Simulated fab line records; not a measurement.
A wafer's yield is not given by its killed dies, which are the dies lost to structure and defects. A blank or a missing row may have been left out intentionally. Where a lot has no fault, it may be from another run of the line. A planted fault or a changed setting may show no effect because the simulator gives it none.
Comparing a struck lot with a sound one :: flow n5 finfet :: 25 steps out of a route of 1938
Sound: wafers L470.2, L470.4, L470.6. Struck: wafer L479.1 (left out: L479.2, L479.6 of the same lot, which were not struck); the cause appears at the end.
Order at every step that has rows: each side's tool, ch and its chambers, its first start. Under that, the readings that differ: sound wafers :: struck wafers :: difference of the means :: sigmas: that difference in standard deviations of wafers without a fault.
alike: words and numbers the same on both sides, and readings whose means are apart by under 2 such deviations; not compared: readings that were withheld, readings missing a value for some wafer, numbers with overlapping values and no deviation given by the record, and bounds like >300 which may hide the same value.
A row with sigmas, a row that says differs or no value, or rows on one side alone: a step with any of these is where the two part. Non-overlapping numbers with no deviation appear without sigmas and do not part them. A reading that every wafer of one side lacks parts them only if that side has two wafers or more.

first, 1 step without rows for these wafers: N5_BEOL_M14_HARDBAKE_32 (time 120 s).
N5_BEOL_M14_CD_MEAS_28: the cd target is 284.4 nm.
  sound on cd sem-02 ch 0, day 13 09:05; struck on cd sem-03 ch 0, day 15 07:59
  alike: cd nm
N5_BEOL_M14_OVL_MEAS_29:
  sound on overlay-01 ch 0, day 13 09:07; struck on overlay-02 ch 0, day 15 08:01
  alike: M14_OVL
N5_BEOL_M14_INSPECT_30: inspects for defects (macro).
  sound: defect inspect-01 at day 13 09:08; struck: defect inspect-01 at day 15 08:02
  alike: raw defect count
then, 2 steps without rows for these wafers: N5_BEOL_M14_DESCUM_33 (chemistry O2, time 7.9 s); N5_BEOL_M14_ETCH_67 (etches SiARC in CF4, target depth 143 nm, time 238.3 s).
N5_BEOL_M14_ETCH_68: etches SOC in N2/H2, time 450 s.
  sound on rie diel-04 ch 0,1,3, day 13 09:32; struck on rie diel-04 ch 0, day 15 08:43
  alike: drypump motor current A, oes product au, rf fwd power W, rf vpp V, showerhead plenum p Torr, throttle valve pct
  not compared: rf hours counter h
then, 1 step without rows for these wafers: N5_BEOL_M14_STRIP_69 (strips in N2/H2).
N5_BEOL_M14_TRENCH_ETCH_34: etches SiO2 in C4F8/O2/Ar, target depth 556.65 nm, time 126.9 s.
  sound on rie diel-04 ch 0,1,3, day 13 09:49; struck on rie diel-04 ch 0, day 15 08:59
  alike: drypump motor current A, mfc ar sccm, oes_ar_750_au, oes product au, rf fwd power W, rf vpp V, showerhead plenum p Torr, throttle valve pct
  not compared: rf hours counter h
then, 1 step without rows for these wafers: N5_BEOL_M14_STRIP_70 (strips in C4F8/O2/Ar).
N5_BEOL_M14_OCD_MEAS_35:
  sound: ocd-02 at day 13 09:58; struck: ocd-02 at day 15 09:08
  alike: trench depth nm
then, 1 step without rows for these wafers: N5_BEOL_M14_STRIP_37 (strips in O2).
N5_BEOL_M14_ETCH_38: etches SiCN in CF4/N2, target depth 106.5 nm, time 120.6 s.
  sound on rie diel-01 ch 1,2,3, day 13 11:22; struck on rie diel-06 ch 0, day 15 09:59
reading: mfc ar sccm (sccm)
sound: 99.8 100.1 99.9
struck: 99.3
difference: -0.6
sigmas: -2

reading: oes product au (a.u.)
sound: 0.78 0.88 0.70
struck: 0.51
difference: -0.28
sigmas: -4

reading: rf vpp V (V)
sound: 383.1 386.4 384.7
struck: 380.9
difference: -3.8
sigmas: -2

reading: showerhead plenum p Torr (Torr)
sound: 2.21 2.36 2.27
struck: 2.14
difference: -0.14
sigmas: -2

reading: throttle valve pct (%)
sound: 15.56 15.63 15.89
struck: 15.16
difference: -0.53
sigmas: -2

reading: model.etch.depth nm (nm)
sound: 94.79 93.26 95.36
struck: 45.83
difference: -48.64
sigmas: 

reading: model.SiO2_of_BEOL_M14_ILD_DEP_00.thk nm (nm)
sound: 1034 1038 1053
struck: 1075
difference: +33
sigmas: 
  alike: drypump motor current A, rf fwd power W
  not compared: rf hours counter h
then, 3 steps without rows for these wafers: N5_BEOL_M14_PRECLEAN_39 (cleans in residue remover, time 60 s); N5_BEOL_M14_SRD_40 (time 30 s, dry time 30 s); N5_BEOL_M14_DEGAS_41 (time 60 s).
N5_BEOL_M14_PRE_CLEAN_42: time 30 s.
  sound: pvd sputter-03 at day 13 12:01; struck: pvd sputter-02 at day 15 10:40
  alike: heater power w
N5_BEOL_M14_SPUTTER_43: material TaN, target thk 15 nm, time 24.19 s.
  sound: pvd sputter-03 at day 13 12:04; struck: pvd sputter-02 at day 15 10:42
  alike: throttle valve pct
then, 3 steps without rows for these wafers: N5_BEOL_M14_SPUTTER_44 (material Ta, target thk 15 nm, time 24.19 s); N5_BEOL_M14_SPUTTER_45 (material Cu, target thk 100 nm, time 16.67 s); N5_BEOL_M14_ECD_47 (material Cu, target thk 1248 nm).
N5_BEOL_M14_ANNEAL_48: time 90 s.
  sound on rtp anneal-01 ch 0, day 13 12:39; struck on rtp anneal-01 ch 0, day 15 11:13
  alike: anneal temp c max, wafer_temp_C_max
N5_BEOL_M14_CMP_49: polishes, stops on SiO2, t overpolish 5.2 s, target thk 560 nm.
  sound on cmp-03 ch 0,3, day 13 12:55; struck on cmp-02 ch 3, day 15 11:31
reading: model.SiO2_of_BEOL_M14_ILD_DEP_00.thk nm (nm)
sound: 1019 1023 1038
struck: 1060
difference: +33
sigmas: 
  alike: barrier field endpoint s, motor current A, overpolish run s, time to endpoint s
N5_BEOL_M14_THK_MEAS_50: measures by xrf.
  sound: film metro-02 at day 13 13:12; struck: film metro-02 at day 15 11:49
  alike: M14_THK
following that, these wafers have no rows for 1 step: N5_PASSIVATION_PROBE_49.

== WHERE THEY PART ==
N5_BEOL_M14_ETCH_38 only, going by this record. Later steps at which nothing parts them and some readings are alike: N5_BEOL_M14_PRE_CLEAN_42, N5_BEOL_M14_SPUTTER_43, N5_BEOL_M14_ANNEAL_48, N5_BEOL_M14_CMP_49, N5_BEOL_M14_THK_MEAS_50.

WHY: what had been put in by the simulator
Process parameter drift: rie diel-06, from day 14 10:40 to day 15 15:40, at N5_BEOL_M14_ETCH_38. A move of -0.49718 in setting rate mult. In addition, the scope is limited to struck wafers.
